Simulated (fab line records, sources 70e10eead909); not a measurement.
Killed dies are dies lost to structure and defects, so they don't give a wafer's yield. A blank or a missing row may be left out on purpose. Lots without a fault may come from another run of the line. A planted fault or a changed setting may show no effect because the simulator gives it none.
Chamber matching | flow nand_harc | NHARC_A_STAIRCASE_DEP_322 on pecvd-03: 3 sister chambers
The step deposits SiO2, target thk 7200 nm. 3 wafers are shown with their chamber, then 7 later ones without.

WAFERS WITH THEIR CHAMBER
wafer  | chamber | heater_power_w (W)
L081.2 | 2       | 741
L081.5 | 0       | 717
L092.3 | 1       | 526

WAFERS WITHOUT THEIR CHAMBER
wafer  | heater_power_w (W)
L092.6 | 541
L093.1 | 663
L093.4 | 669
L093.6 | 524
L096.2 | 614
L096.5 | 679
L096.6 | 531

WHICH CHAMBER EACH WENT THROUGH
wafer  | from the rows above          | in truth
L092.6 | 1                            | 1
L093.1 | can't be placed: 0 or 2 or 1 | 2
L093.4 | can't be placed: 0 or 2      | 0
L093.6 | 1                            | 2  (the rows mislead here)
L096.2 | can't be placed: 1 or 0 or 2 | 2
L096.5 | can't be placed: 0 or 2      | 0
L096.6 | 1                            | 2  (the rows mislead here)
Placed correctly: 1 of 7. Can't be placed from these rows: 4 (the true chamber is among the candidates in 4). Placed wrongly: 2.
How it was worked out, from the rows above alone: a wafer's distance from a chamber is the root of the sum, over the readings, of the square of ((its reading less the chamber's mean) divided by the reading's scatter). The wafer belongs to the nearest chamber; if the next one is less than 2 further off, it can't be placed. A chamber's mean is the mean of its shown wafers. The scatter: with one shown wafer a chamber, the root of the mean of the squares of how far each hidden wafer lies from its nearest shown one.
